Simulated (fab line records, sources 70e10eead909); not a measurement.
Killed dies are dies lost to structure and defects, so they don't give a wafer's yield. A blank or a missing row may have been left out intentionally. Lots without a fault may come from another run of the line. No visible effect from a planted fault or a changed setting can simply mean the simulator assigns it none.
The tool behind it: which one? -- flow nandHarc -- 12 lots, 36 wafers sampled, at 1 step of a route of 1159

WHAT THE GAUGES READ, wafer by wafer
NHARC_P_CONTACT_INSPECT_27.
lot,measured,on,rawDefectCount
L075,day 6 05:19,defectInspect-01,233 201 208
L077,day 6 13:37,defectInspect-01,170 267 319
L080,day 7 07:25,defectInspect-02,231 178 200
L081,day 7 17:44,defectInspect-02,273 180 253
L083,day 8 01:49,defectInspect-01,226 198 257
L087,day 8 22:36,defectInspect-02,149 348 256
L086,day 9 00:11,defectInspect-01,335 367 295
L088,day 9 15:08,defectInspect-02,317 502 704
L092,day 10 06:28,defectInspect-02,439 405 412
L093,day 10 16:59,defectInspect-02,237 734 341
L095,day 10 20:32,defectInspect-02,430 408 425
L096,day 11 12:32,defectInspect-01,219 107 152

TOOL THAT RAN EACH LOT (tool first, then ch and the chambers of the sampled wafers, then the start)
The record holds no process step before these readings.

THE ANSWER, worked out from the rows above alone
Rule: the usual values come from the lots themselves. Put in order of their means at a reading, lots are off if they are a third of the lots or fewer, leave a main group of 4 or more, and stand apart from it by a gap of 3 or more times the standard deviation of the main group's means; of several such gaps the widest counts. A main group is skipped when, at the precision printed for the reading in the tables above, its means are all equal. A lot without any number at a reading at which 4 lots or more have one is off too. Where the step has rows for the other lots, those lots are counted as sound.
None of the lots is off at any reading shown; this tells nothing.

WHAT THE SIMULATOR HAD INSERTED
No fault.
